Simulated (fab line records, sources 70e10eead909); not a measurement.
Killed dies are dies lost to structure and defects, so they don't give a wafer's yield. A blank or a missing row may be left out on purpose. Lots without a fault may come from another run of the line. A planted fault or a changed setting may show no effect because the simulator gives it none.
fab line records | flow nand_harc
record lots=13 wafers=39 last_day=33
route steps=1302 shown THIN_TSV@1248 END@1302
lots that met no fault: from a run of the same line without faults
start_h: hours from the record's first day to the start of the lot's first wafer shown | wait_h: hours since the lot's step before | " the same as in the row above | L1.1+2: a row that stands for several wafers | - no value, or no start given | * or withheld: withheld | < > ~ a bound
route shown NAME@n: a module of which the file shows steps, and the number in the route of the first | usual: mean/standard deviation of fault-free wafers | same: alike in all rows | chamber/n: place in a boat | sites: the reading at each site | _std_site: their standard deviation | _edge_site: outer sites' mean less inner sites' | radius_mm: how far each site lies from the wafer's centre | mask NAME#n: copy n | behind: the tool/chamber that last shaped the wafer | hold: why the lot was held/for how many hours/how that ended | device: the transistor (n, p or np) that didn't switch | end of line: the same wafers' tests at the end of the route | a step without rows: its recipe alone | killed: dies lost to structure and defects at the first sort, not the wafer's yield | map: a wafer's dies, x killed, . not, _ none there
set.NAME: the setting as run; set.NAME@STEP: as run at that earlier step | model.NAME: the simulator's own value behind a step, which no gauge read
steps of the route over a sample of lots; a table a step, a row a wafer
services: from which hour (start_h, from the record's first day; less than 0 if before it) a tool's chamber was out of use, for how many hours, and why
## steps
# step NHARC_THIN_TSV_PRECLEAN_41
# recipe time_s=* temp_c=50 bath_age_min=0 chemistry=SC1
# columns lot.wafer tool chamber start_h wait_h
L748.3+1+5 wet_bench-08 2,3,4 564.18 0.0
L749.3+5+4 wet_bench-08 1,2,3 567.74 0.0
L751.4+2+5 wet_bench-08 4,7,1 568.96 0.0
L752.2+4+6 wet_bench-10 2,3,6 577.63 0.0
L754.6+5+4 wet_bench-08 0,1,3 611.21 0.0
L753.2+4+1 wet_bench-08 7,1,4 641.40 0.0
L755.1+5+2 wet_bench-08 3,5,7 642.60 0.0
L760.1+6+3 wet_bench-08 7,0,1 666.43 0.0
L759.1+2+5 wet_bench-08 0,1,3 677.71 0.0
L765.4+3+1 wet_bench-08 2,3,5 718.58 0.0
L766.2+3+6 wet_bench-08 3,5,7 726.00 0.0
L770.4+3+6 wet_bench-10 1,4,5 761.24 0.0
L771.5+3+2 wet_bench-10 1,4,5 766.96 0.0
# step NHARC_THIN_TSV_DEGAS_49
# recipe temp_c=300 time_s=120
# usual heater_power_w=467/52
# columns lot.wafer tool chamber start_h wait_h heater_power_w
L748.1 pvd_sputter-03 - 568.10 0.1 460
L748.3 " - " " 470
L748.5 " - " " 469
L749.4 pvd_sputter-03 - 571.53 0.1 475
L749.3 " - " " 457
L749.5 " - " " 463
L751.4 pvd_sputter-03 - 572.74 0.1 419
L751.2 " - " " 458
L751.5 " - " " 420
L752.2 pvd_sputter-01 - 581.29 0.1 435
L752.4 " - " " 612
L752.6 " - " " 470
L754.4 pvd_sputter-01 - 615.20 0.1 603
L754.5 " - " " 470
L754.6 " - " " 433
L753.2 pvd_sputter-03 - 645.51 0.1 412
L753.4 " - " " 463
L753.1 " - " " 471
L755.1 pvd_sputter-01 - 646.23 0.1 599
L755.2 " - " " 426
L755.5 " - " " 600
L760.1 pvd_sputter-03 - 670.18 0.1 466
L760.3 " - " " 469
L760.6 " - " " 466
L759.1 pvd_sputter-03 - 681.88 0.1 476
L759.2 " - " " 449
L759.5 " - " " 473
L765.1 pvd_sputter-02 - 722.38 0.1 486
L765.3 " - " " 442
L765.4 " - " " 520
L766.2 pvd_sputter-02 - 729.63 0.2 438
L766.3 " - " " 441
L766.6 " - " " 439
L770.3 pvd_sputter-03 - 765.00 0.1 464
L770.4 " - " " 480
L770.6 " - " " 456
L771.3 pvd_sputter-01 - 770.95 0.1 475
L771.2 " - " " 606
L771.5 " - " " 465
# step NHARC_THIN_TSV_ANNEAL_52
# recipe temp_c=225 time_s=90
# usual anneal_temp_c=225.01/0.17 wafer_temp_C_max=226.3/0.38
# columns lot.wafer tool chamber start_h wait_h anneal_temp_c wafer_temp_C_max
L748.1 rtp_anneal-02 0 569.28 0.5 225.20 226.0
L748.3 " 0 " " 225.23 226.1
L748.5 " 0 " " 225.20 226.0
L749.3 rtp_anneal-02 0 572.81 0.5 225.03 226.0
L749.4 " 0 " " 225.18 226.0
L749.5 " 0 " " 225.13 225.9
L751.2 rtp_anneal-01 0 573.96 0.6 225.05 226.6
L751.4 " 0 " " 224.92 226.7
L751.5 " 0 " " 225.04 226.6
L752.2 rtp_anneal-01 0 582.50 0.7 224.89 226.3
L752.4 " 0 " " 224.90 226.5
L752.6 " 0 " " 225.13 226.4
L754.4 rtp_anneal-01 0 616.52 0.5 224.98 226.7
L754.5 " 0 " " 225.23 226.7
L754.6 " 0 " " 224.93 227.1
L753.1 rtp_anneal-02 0 646.69 0.6 225.42 226.3
L753.2 " 0 " " 225.28 226.0
L753.4 " 0 " " 225.07 226.2
L755.1 rtp_anneal-02 0 647.42 0.6 225.03 226.0
L755.2 " 0 " " 225.07 225.7
L755.5 " 0 " " 225.19 226.1
L760.1 rtp_anneal-02 0 671.36 0.6 225.00 226.1
L760.3 " 0 " " 225.04 225.8
L760.6 " 0 " " 225.41 225.8
L759.1 rtp_anneal-02 0 683.07 0.6 224.85 226.3
L759.2 " 0 " " 224.82 226.1
L759.5 " 0 " " 224.69 226.2
L765.1 rtp_anneal-01 0 723.56 0.5 224.67 227.4
L765.3 " 0 " " 224.81 226.7
L765.4 " 0 " " 224.70 225.8
L766.2 rtp_anneal-01 0 730.86 0.7 224.98 226.1
L766.3 " 0 " " 224.93 226.4
L766.6 " 0 " " 225.08 226.3
L770.3 rtp_anneal-02 0 766.39 0.4 224.82 226.2
L770.4 " 0 " " 225.03 226.0
L770.6 " 0 " " 225.03 226.0
L771.2 rtp_anneal-01 0 772.17 0.7 225.02 226.6
L771.3 " 0 " " 224.96 226.5
L771.5 " 0 " " 224.70 226.9
# step NHARC_THIN_TSV_DESCUM_35
# recipe time_s=3 o2_flow_sccm=200 ar_flow_sccm=0 bias_power_w=0 chemistry=O2
# usual drypump_motor_current_A=5.7/0.48 oes_product_au=1.001/0.008 rf_vpp_V=57.8/0.85 showerhead_plenum_p_Torr=1.90/0.071 throttle_valve_pct=11.312/0.0091
# same bias_power_w=0
# columns lot.wafer tool chamber start_h wait_h drypump_motor_current_A oes_product_au rf_hours_counter_h rf_vpp_V showerhead_plenum_p_Torr throttle_valve_pct
L748.3 rie_diel-07 2 571.27 - 5.7 0.997 4.7 56.6 1.85 11.309
L748.1 " 0 " " 6.7 0.992 4.3 58.7 2.04 11.301
L748.5 " 3 " " 5.5 1.011 - 56.2 1.98 11.327
L749.4 rie_diel-07 3 574.81 - 5.5 1.007 4.2 57.9 1.97 11.311
L749.3 " 0 " " 6.6 1.004 4.6 59.1 2.04 11.301
L749.5 " 0 " " 6.6 0.992 - 58.0 2.04 11.306
L751.2 rie_diel-07 3 575.88 - 5.5 1.003 4.2 58.0 1.98 11.312
L751.4 " 1 " " 5.6 1.001 5.3 59.7 1.90 11.317
L751.5 " 3 " " 5.5 1.008 - 58.3 1.98 11.306
L752.4 rie_diel-07 1 584.56 - 5.6 1.002 5.4 57.1 1.90 11.323
L752.2 " 0 " " 6.7 1.001 4.8 59.1 2.04 11.330
L752.6 " 1 " " 5.6 1.001 - 57.3 1.90 11.304
L754.4 rie_diel-02 0 618.49 - 5.8 1.003 2.3 56.6 1.85 11.314
L754.6 " 1 " " 5.7 0.996 - 58.0 1.96 11.316
L754.5 " 2 " " 5.0 1.003 - 57.0 1.78 11.311
L753.2 rie_diel-11 2 648.68 - 6.6 1.001 1.1 57.8 1.85 11.306
L753.1 " 0 " " 5.0 1.007 1.3 57.6 1.96 11.309
L753.4 " 0 " " 5.1 1.017 - 57.6 1.96 11.310
L755.1 rie_diel-02 1 649.44 - 5.6 1.004 4.6 57.9 1.95 11.301
L755.2 " 3 " " 5.7 1.001 3.7 59.1 1.92 11.314
L755.5 " 1 " " 5.6 0.997 - 57.4 1.95 11.301
L760.1 rie_diel-02 3 673.50 - 5.8 0.995 5.7 57.8 1.92 11.312
L760.3 " 0 " " 5.7 1.006 6.7 56.3 1.85 11.314
L760.6 " 2 " " 5.0 0.997 - 57.5 1.78 11.314
L759.1 rie_diel-02 2 685.17 - 5.0 1.003 7.7 57.4 1.78 11.303
L759.2 " 0 " " 5.7 1.012 7.2 58.4 1.85 11.319
L759.5 " 2 " " 5.0 1.005 - 58.0 1.78 11.312
L765.1 rie_diel-02 3 725.67 - 5.7 1.001 8.3 59.1 1.92 11.317
L765.3 " 0 " " 5.7 1.004 10.6 56.6 1.84 11.314
L765.4 " 1 " " 5.7 1.005 11.4 58.9 1.95 11.321
L766.2 rie_diel-11 2 732.78 - 6.6 1.005 6.7 58.4 1.85 11.324
L766.3 " 3 " " 5.6 1.003 6.2 57.8 1.97 11.334
L766.6 " 3 " " 5.6 0.990 - 57.6 1.97 11.315
L770.3 rie_diel-11 1 768.45 - 5.7 1.011 8.8 57.9 1.85 11.323
L770.4 " 2 " " 6.6 0.997 - 57.8 1.85 11.314
L770.6 " 1 " " 5.7 1.012 - 58.4 1.85 11.317
L771.3 rie_diel-02 0 774.11 - 5.7 1.002 1.9 57.4 1.84 11.329
L771.2 " 1 " " 5.7 0.994 1.5 59.8 1.95 11.316
L771.5 " 3 " " 5.7 0.979 - 58.0 1.92 11.302
# step NHARC_END_SORT_01
# recipe temp_c=25
# usual defect_limited_yield=91/3.4 killed_at_array=57/24 killed_at_other=0.7/0.94 killed_at_periphery=3.8/2.5 killed_dies=62/23 killed_open=3.1/1.8 killed_short=2.5/1.6
# same gross_dies=677
# columns lot.wafer tool chamber start_h wait_h hold defect_limited_yield[%] killed_at_array killed_at_other killed_at_periphery killed_dies killed_open killed_short
L748.1 prober-01 0 580.10 2.5 - 96 21 1 3 25 4 2
L748.3 prober-01 0 581.71 3.1 - 95 25 2 5 32 3 2
L748.5 prober-01 0 583.32 3.7 - 96 22 1 1 24 2 1
L751.2 prober-01 0 588.73 2.8 - 87 79 0 7 86 3 1
L751.4 prober-01 0 590.34 3.4 - 83 108 1 6 115 3 4
L751.5 prober-01 0 591.14 3.7 - 83 108 4 6 118 5 2
L749.3 prober-02 0 597.25 3.1 - 92 50 1 5 56 1 3
L749.4 prober-02 0 598.06 3.4 - 93 44 2 4 50 3 2
L749.5 prober-02 0 598.87 3.7 - 93 44 0 4 48 1 1
L752.2 prober-02 0 604.27 2.8 - 89 72 3 2 77 0 1
L752.4 prober-02 0 605.83 3.3 - 88 71 3 5 79 2 2
L752.6 prober-02 0 607.38 3.9 - 87 77 4 6 87 7 1
L754.4 prober-01 0 629.75 3.4 - 84 104 0 4 108 2 0
L754.5 prober-01 0 630.55 3.7 - 88 76 0 2 78 2 1
L754.6 prober-01 0 631.36 4.0 - 86 97 0 1 98 3 6
L755.1 prober-01 0 657.54 2.5 - 91 61 0 3 64 3 5
L755.2 prober-01 0 658.35 2.8 - 91 60 1 0 61 0 3
L755.5 prober-01 0 660.76 3.7 - 90 61 0 4 65 2 4
L753.1 prober-01 0 665.37 2.5 - 94 40 0 3 43 3 1
L753.2 prober-01 0 666.16 2.8 - 92 49 1 4 54 0 3
L753.4 prober-01 0 667.74 3.4 - 91 50 1 7 58 7 3
L760.1 prober-02 0 682.47 2.5 - 94 39 1 1 41 3 1
L760.3 prober-02 0 684.08 3.1 - 93 44 1 3 48 4 1
L760.6 prober-02 0 686.48 4.0 - 92 50 1 1 52 1 4
L759.1 prober-01 0 694.54 2.5 - 91 61 1 2 64 3 0
L759.2 prober-01 0 695.35 2.8 - 90 62 0 4 66 1 2
L759.5 prober-01 0 697.77 3.7 - 91 59 2 1 62 3 1
L765.1 prober-02 0 733.26 2.5 await_dispo/0.9h/release 92 46 0 5 51 6 2
L765.3 prober-02 0 734.85 3.1 await_dispo/0.9h/release 82 50 72 3 125 4 2
L765.4 prober-02 0 735.64 3.4 await_dispo/0.9h/release 90 61 0 6 67 6 5
L766.2 prober-02 0 742.65 2.8 await_dispo/2.1h/release 81 41 89 2 132 5 1
L766.3 prober-02 0 743.46 3.1 await_dispo/2.1h/release 94 43 1 0 44 3 1
L766.6 prober-02 0 745.87 4.0 await_dispo/2.1h/release 93 42 3 2 47 2 2
L770.3 prober-01 0 777.46 3.1 - 94 39 0 3 42 1 2
L770.4 prober-01 0 778.27 3.4 - 93 48 0 1 49 4 3
L770.6 prober-01 0 779.89 4.0 - 92 49 1 1 51 1 2
L771.2 prober-02 0 784.46 2.8 - 88 75 2 1 78 2 2
L771.3 prober-02 0 785.26 3.1 - 85 98 2 3 103 2 6
L771.5 prober-02 0 786.87 3.7 - 90 68 1 1 70 2 1
# killed by level:class
L748.1 A_CHANNEL_HOLE_D2:chamber_film_flake=8 A_STAIRCASE:chamber_film_flake=3 A_DECK1_JOINT:chamber_film_flake=2 A_CONTACT:chamber_film_flake=2 P_CONTACT:geometric_particle:short=1 P_CONTACT:geometric_particle:open=1 A_ONON_D1:geometric_particle:short=1 A_SGD_CUT:geometric_particle:open=1
L748.3 A_CHANNEL_HOLE_D2:chamber_film_flake=7 A_STAIRCASE:chamber_film_flake=5 A_CONTACT:chamber_film_flake=4 P_ZERO_WELL:chamber_film_flake=2 A_CHANNEL_FILL_D1:chamber_film_flake=2 A_WL_FILL:chamber_film_flake=2 THIN_TSV:chamber_film_flake=2 P_CONTACT:geometric_particle:open=1
L748.5 A_STAIRCASE:chamber_film_flake=10 A_CHANNEL_HOLE_D2:chamber_film_flake=3 A_CHANNEL_FILL_D1:chamber_film_flake=2 A_CONTACT:chamber_film_flake=2 P_CONTACT:geometric_particle:open=1 A_CHANNEL_HOLE_D2:geometric_particle:open=1 A_CONTACT:geometric_particle:short=1 A_ZERO_WELL:chamber_film_flake=1
L751.2 A_CHANNEL_HOLE_D1:chamber_film_flake=24 A_CHANNEL_HOLE_D2:chamber_film_flake=19 A_SLIT:chamber_film_flake=18 P_GATE:chamber_film_flake=7 A_CONTACT:chamber_film_flake=5 A_CONTACT:unspecified=3 A_DECK1_JOINT:chamber_film_flake=3 A_STAIRCASE:chamber_film_flake=2
L751.4 A_CHANNEL_HOLE_D2:chamber_film_flake=33 A_CHANNEL_HOLE_D1:chamber_film_flake=31 A_SLIT:chamber_film_flake=24 A_STAIRCASE:chamber_film_flake=7 P_GATE:chamber_film_flake=4 A_ONON_D1:geometric_particle:open=2 A_CHANNEL_FILL_D2:chamber_film_flake=2 A_CONTACT:chamber_film_flake=2
L751.5 A_CHANNEL_HOLE_D2:chamber_film_flake=30 A_CHANNEL_HOLE_D1:chamber_film_flake=28 A_SLIT:chamber_film_flake=28 A_STAIRCASE:chamber_film_flake=5 A_CHANNEL_FILL_D2:chamber_film_flake=4 A_CONTACT:chamber_film_flake=4 THIN_TSV:chamber_film_flake=4 A_M0:geometric_particle:open=3
L749.3 A_CHANNEL_HOLE_D1:chamber_film_flake=30 A_CHANNEL_HOLE_D2:chamber_film_flake=9 P_ZERO_WELL:chamber_film_flake=3 A_STAIRCASE:chamber_film_flake=3 A_CONTACT:chamber_film_flake=3 P_STI:chamber_film_flake=2 A_ONON_D2:geometric_particle:short=1 A_CHANNEL_HOLE_D2:geometric_particle:short=1
L749.4 A_CHANNEL_HOLE_D1:chamber_film_flake=26 A_CHANNEL_HOLE_D2:chamber_film_flake=5 A_CONTACT:chamber_film_flake=4 P_ZERO_WELL:chamber_film_flake=3 A_ONON_D1:geometric_particle:open=2 A_SLIT:chamber_film_flake=2 THIN_TSV:chamber_film_flake=2 A_ONON_D1:geometric_particle:short=1
L749.5 A_CHANNEL_HOLE_D1:chamber_film_flake=25 A_CHANNEL_HOLE_D2:chamber_film_flake=11 P_ZERO_WELL:chamber_film_flake=3 A_STAIRCASE:chamber_film_flake=3 A_CONTACT:chamber_film_flake=2 A_ONON_D1:geometric_particle:short=1 A_M0:geometric_particle:open=1 P_STI:chamber_film_flake=1
L752.2 A_SLIT:chamber_film_flake=32 A_CHANNEL_HOLE_D2:chamber_film_flake=28 A_CHANNEL_FILL_D1:chamber_film_flake=4 THIN_TSV:chamber_film_flake=3 A_CHANNEL_HOLE_D1:chamber_film_flake=2 A_CONTACT:chamber_film_flake=2 A_WL_FILL:geometric_particle:short=1 P_ZERO_WELL:chamber_film_flake=1
L752.4 A_SLIT:chamber_film_flake=31 A_CHANNEL_HOLE_D2:chamber_film_flake=28 A_CHANNEL_HOLE_D1:chamber_film_flake=4 P_STI:chamber_film_flake=3 THIN_TSV:chamber_film_flake=3 P_GATE:chamber_film_flake=2 A_CHANNEL_HOLE_D2:geometric_particle:short=1 A_CHANNEL_HOLE_D2:geometric_particle:open=1
L752.6 A_CHANNEL_HOLE_D2:chamber_film_flake=32 A_SLIT:chamber_film_flake=27 A_CHANNEL_FILL_D1:chamber_film_flake=5 THIN_TSV:chamber_film_flake=4 A_CHANNEL_HOLE_D1:chamber_film_flake=3 A_CHANNEL_FILL_D2:geometric_particle:open=2 P_GATE:chamber_film_flake=2 A_STAIRCASE:chamber_film_flake=2
L754.4 A_CHANNEL_HOLE_D1:chamber_film_flake=34 A_SLIT:chamber_film_flake=32 A_CHANNEL_HOLE_D2:chamber_film_flake=31 P_STI:chamber_film_flake=2 P_CONTACT:chamber_film_flake=2 A_CONTACT:geometric_particle:open=1 A_M0:geometric_particle:open=1 A_CHANNEL_FILL_D1:chamber_film_flake=1
L754.5 A_SLIT:chamber_film_flake=28 A_CHANNEL_HOLE_D1:chamber_film_flake=23 A_CHANNEL_HOLE_D2:chamber_film_flake=19 A_CONTACT:chamber_film_flake=2 P_M2:geometric_particle:open=1 A_ONON_D2:geometric_particle:short=1 A_ONON_D2:geometric_particle:open=1 P_CONTACT:chamber_film_flake=1
L754.6 A_CHANNEL_HOLE_D1:chamber_film_flake=32 A_SLIT:chamber_film_flake=28 A_CHANNEL_HOLE_D2:chamber_film_flake=23 A_DECK1_JOINT:geometric_particle:short=3 A_BLC:chamber_film_flake=3 A_STAIRCASE:chamber_film_flake=2 P_M1:geometric_particle:short=1 A_DECK1_JOINT:geometric_particle:open=1
L755.1 A_CHANNEL_HOLE_D1:chamber_film_flake=35 A_CONTACT:chamber_film_flake=8 A_CHANNEL_HOLE_D2:chamber_film_flake=7 A_CHANNEL_FILL_D2:geometric_particle:short=3 A_WL_FILL:chamber_film_flake=3 P_GATE:chamber_film_flake=2 P_GATE:geometric_particle:open=1 A_ONON_D1:geometric_particle:short=1
L755.2 A_CHANNEL_HOLE_D1:chamber_film_flake=35 A_CHANNEL_HOLE_D2:chamber_film_flake=14 A_CONTACT:chamber_film_flake=3 A_ONON_D2:geometric_particle:short=2 A_WL_FILL:chamber_film_flake=2 A_CHANNEL_FILL_D2:geometric_particle:short=1 A_ZERO_WELL:chamber_film_flake=1 A_STAIRCASE:chamber_film_flake=1
L755.5 A_CHANNEL_HOLE_D1:chamber_film_flake=38 A_CHANNEL_HOLE_D2:chamber_film_flake=13 A_CHANNEL_FILL_D2:chamber_film_flake=3 P_M1:geometric_particle:short=2 A_CHANNEL_FILL_D1:chamber_film_flake=2 A_CONTACT:chamber_film_flake=2 P_M1:geometric_particle:open=1 A_ONON_D2:geometric_particle:short=1
L753.1 A_CHANNEL_HOLE_D2:chamber_film_flake=27 A_WL_FILL:chamber_film_flake=3 A_CHANNEL_HOLE_D2:geometric_particle:open=2 P_STI:chamber_film_flake=2 A_CHANNEL_HOLE_D1:chamber_film_flake=2 A_CONTACT:chamber_film_flake=2 P_M0:geometric_particle:open=1 A_ONON_D2:geometric_particle:short=1
L753.2 A_CHANNEL_HOLE_D2:chamber_film_flake=34 A_WL_FILL:chamber_film_flake=4 A_CHANNEL_FILL_D2:chamber_film_flake=3 P_GATE:chamber_film_flake=2 P_GATE:geometric_particle:short=1 A_SOURCE_PLATE:geometric_particle:short=1 A_CHANNEL_FILL_D1:geometric_particle:short=1 P_STI:chamber_film_flake=1
L753.4 A_CHANNEL_HOLE_D2:chamber_film_flake=31 P_STI:chamber_film_flake=3 A_BLC:chamber_film_flake=3 A_ONON_D1:geometric_particle:open=2 A_CHANNEL_FILL_D1:geometric_particle:open=2 P_GATE:chamber_film_flake=2 A_CHANNEL_HOLE_D1:chamber_film_flake=2 A_WL_FILL:chamber_film_flake=2
L760.1 A_SLIT:chamber_film_flake=28 A_CHANNEL_HOLE_D2:chamber_film_flake=2 A_STAIRCASE:chamber_film_flake=2 A_ONON_D2:geometric_particle:open=1 A_CHANNEL_FILL_D2:geometric_particle:short=1 A_CHANNEL_FILL_D2:geometric_particle:open=1 A_BLC:geometric_particle:open=1 P_CONTACT:chamber_film_flake=1
L760.3 A_SLIT:chamber_film_flake=28 A_STAIRCASE:chamber_film_flake=5 A_CHANNEL_HOLE_D1:chamber_film_flake=3 A_CHANNEL_FILL_D1:geometric_particle:open=2 P_GATE:chamber_film_flake=2 A_CHANNEL_FILL_D2:geometric_particle:open=1 A_BLC:geometric_particle:short=1 A_BLC:geometric_particle:open=1
L760.6 A_SLIT:chamber_film_flake=29 A_CHANNEL_HOLE_D1:chamber_film_flake=7 A_STAIRCASE:chamber_film_flake=3 A_CHANNEL_HOLE_D2:chamber_film_flake=2 A_CONTACT:chamber_film_flake=2 A_CHANNEL_FILL_D1:geometric_particle:open=1 A_CHANNEL_FILL_D1:geometric_particle:short=1 A_WL_FILL:geometric_particle:short=1
L759.1 A_CHANNEL_HOLE_D1:chamber_film_flake=30 A_CHANNEL_HOLE_D2:chamber_film_flake=16 A_CONTACT:chamber_film_flake=6 P_STI:chamber_film_flake=2 A_ZERO_WELL:chamber_film_flake=2 A_STAIRCASE:chamber_film_flake=2 A_ONON_D1:geometric_particle:open=1 A_SGD_CUT:geometric_particle:open=1
L759.2 A_CHANNEL_HOLE_D1:chamber_film_flake=35 A_CHANNEL_HOLE_D2:chamber_film_flake=15 A_CONTACT:chamber_film_flake=6 P_STI:chamber_film_flake=2 A_ONON_D1:geometric_particle:open=1 A_ONON_D2:geometric_particle:short=1 A_M0:geometric_particle:short=1 P_M0:chamber_film_flake=1
L759.5 A_CHANNEL_HOLE_D1:chamber_film_flake=33 A_CHANNEL_HOLE_D2:chamber_film_flake=11 A_CONTACT:chamber_film_flake=6 A_SLIT:chamber_film_flake=2 A_ONON_D1:geometric_particle:open=1 A_CHANNEL_FILL_D2:geometric_particle:open=1 A_M0:geometric_particle:short=1 STARTING-WAFER:geometric_particle:open=1
L765.1 A_CHANNEL_HOLE_D2:chamber_film_flake=23 A_CHANNEL_HOLE_D1:chamber_film_flake=6 A_DECK1_JOINT:chamber_film_flake=3 A_SLIT:chamber_film_flake=3 A_CHANNEL_HOLE_D1:geometric_particle:open=2 P_M0:chamber_film_flake=2 P_M2:chamber_film_flake=2 A_STAIRCASE:chamber_film_flake=2
L765.3 THIN_TSV:unspecified=72 A_CHANNEL_HOLE_D2:chamber_film_flake=20 A_CHANNEL_HOLE_D1:chamber_film_flake=12 A_STAIRCASE:chamber_film_flake=8 A_SLIT:chamber_film_flake=3 A_DECK1_JOINT:chamber_film_flake=2 P_STI:geometric_particle:open=1 P_CONTACT:geometric_particle:open=1
L765.4 A_CHANNEL_HOLE_D2:chamber_film_flake=28 A_CHANNEL_HOLE_D1:chamber_film_flake=18 A_STAIRCASE:chamber_film_flake=3 A_SLIT:chamber_film_flake=2 P_CONTACT:geometric_particle:open=1 P_CONTACT:geometric_particle:short=1 P_M0:geometric_particle:open=1 A_SOURCE_PLATE:geometric_particle:short=1
L766.2 THIN_TSV:unspecified=88 A_CHANNEL_HOLE_D1:chamber_film_flake=16 A_CONTACT:chamber_film_flake=5 A_SGD_CUT:chamber_film_flake=5 A_STAIRCASE:chamber_film_flake=3 A_SLIT:chamber_film_flake=3 A_CHANNEL_HOLE_D2:chamber_film_flake=2 P_M0:geometric_particle:open=1
L766.3 A_CHANNEL_HOLE_D1:chamber_film_flake=15 A_CONTACT:chamber_film_flake=7 A_STAIRCASE:chamber_film_flake=6 A_SLIT:chamber_film_flake=5 A_SGD_CUT:chamber_film_flake=3 A_WL_FILL:chamber_film_flake=2 A_DECK1_JOINT:geometric_particle:open=1 A_WL_FILL:geometric_particle:open=1
L766.6 A_CHANNEL_HOLE_D1:chamber_film_flake=16 A_SGD_CUT:chamber_film_flake=7 A_CONTACT:chamber_film_flake=6 A_SLIT:chamber_film_flake=4 A_WL_FILL:chamber_film_flake=3 THIN_TSV:chamber_film_flake=3 A_STAIRCASE:chamber_film_flake=2 P_M0:geometric_particle:open=1
L770.3 A_SLIT:chamber_film_flake=30 P_STI:chamber_film_flake=3 A_CHANNEL_FILL_D2:chamber_film_flake=3 A_WL_FILL:geometric_particle:short=2 A_CONTACT:chamber_film_flake=2 A_CHANNEL_FILL_D1:geometric_particle:open=1 A_DECK1_JOINT:chamber_film_flake=1
L770.4 A_SLIT:chamber_film_flake=30 A_CHANNEL_FILL_D2:chamber_film_flake=3 A_DECK1_JOINT:chamber_film_flake=2 A_CHANNEL_HOLE_D2:chamber_film_flake=2 A_CONTACT:chamber_film_flake=2 P_M0:geometric_particle:open=1 A_SOURCE_PLATE:geometric_particle:open=1 A_CHANNEL_HOLE_D1:geometric_particle:short=1
L770.6 A_SLIT:chamber_film_flake=40 A_DECK1_JOINT:chamber_film_flake=2 A_CHANNEL_FILL_D2:chamber_film_flake=2 P_CONTACT:geometric_particle:open=1 A_CHANNEL_HOLE_D1:geometric_particle:short=1 A_WL_FILL:geometric_particle:short=1 A_CHANNEL_FILL_D1:chamber_film_flake=1 A_STAIRCASE:chamber_film_flake=1
L771.2 A_SLIT:chamber_film_flake=31 A_CHANNEL_HOLE_D2:chamber_film_flake=21 A_CHANNEL_HOLE_D1:chamber_film_flake=7 A_M1:chamber_film_flake=4 A_STAIRCASE:chamber_film_flake=3 A_CONTACT:chamber_film_flake=3 A_CHANNEL_FILL_D1:geometric_particle:short=2 A_DECK1_JOINT:chamber_film_flake=2
L771.3 A_CHANNEL_HOLE_D2:chamber_film_flake=34 A_SLIT:chamber_film_flake=26 A_CHANNEL_HOLE_D1:chamber_film_flake=25 A_DECK1_JOINT:chamber_film_flake=2 A_CHANNEL_FILL_D2:chamber_film_flake=2 A_STAIRCASE:chamber_film_flake=2 P_STI:geometric_particle:short=1 P_CONTACT:geometric_particle:short=1
L771.5 A_SLIT:chamber_film_flake=30 A_CHANNEL_HOLE_D2:chamber_film_flake=20 A_CHANNEL_HOLE_D1:chamber_film_flake=6 A_CONTACT:chamber_film_flake=4 A_M1:chamber_film_flake=2 A_CHANNEL_FILL_D1:geometric_particle:open=1 A_SGD_CUT:geometric_particle:open=1 A_WL_FILL:geometric_particle:short=1
## services
# columns tool chamber start_h hours kind
pvd_sputter-02 - 550.72 7.4 repair
rie_diel-02 - 570.88 9.0 pm
pvd_sputter-01 - 582.28 10.0 pm
rie_diel-07 - 592.10 0.4 repair
pvd_sputter-03 - 600.04 2.2 repair
rie_diel-11 - 609.50 9.0 pm
pvd_sputter-03 - 618.08 0.6 repair
rie_diel-02 3 625.92 10.3 repair
rie_diel-02 3 637.37 7.6 repair
pvd_sputter-02 - 638.02 10.0 pm
wet_bench-08 - 646.40 8.0 pm
rie_diel-11 3 648.10 7.6 repair
rie_diel-07 - 648.20 9.0 pm
rie_diel-02 - 672.46 0.3 repair
wet_bench-10 - 679.02 8.0 pm
pvd_sputter-03 - 691.09 7.9 repair
pvd_sputter-03 - 704.00 10.0 pm
rie_diel-02 3 709.55 14.3 repair
rtp_anneal-02 - 744.00 12.0 pm
rie_diel-11 0 747.77 22.6 repair
rie_diel-02 - 747.88 9.0 pm
rie_diel-11 3 754.30 7.9 repair
wet_bench-08 - 756.14 1.3 repair
pvd_sputter-01 - 760.28 10.0 pm
## key
first_sign step=NHARC_END_SORT_01 reading=killed_at_other direction=up sigmas=80 usual=0.7 struck=80.5
effect step=NHARC_END_SORT_01 reading=killed_dies direction=up sigmas=2.9 usual=62 struck=128
more_kills_born_at NHARC_THIN_TSV_PRECLEAN_41@wet_bench-08=160
met_at NHARC_THIN_TSV_PRECLEAN_41
struck_lots L765,L766
struck_wafers L765.3,L766.2
not_acting_at NHARC_THIN_TSV_DEGAS_49,NHARC_THIN_TSV_ANNEAL_52,NHARC_THIN_TSV_DESCUM_35
onset_between 677.71 718.58
fault kind=chamber_particle_source tool=wet_bench-08 chamber=3 onset_h=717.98 steps=NHARC_THIN_TSV_PRECLEAN_41 rate_per_visit_cm2=0.78262 end_h=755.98
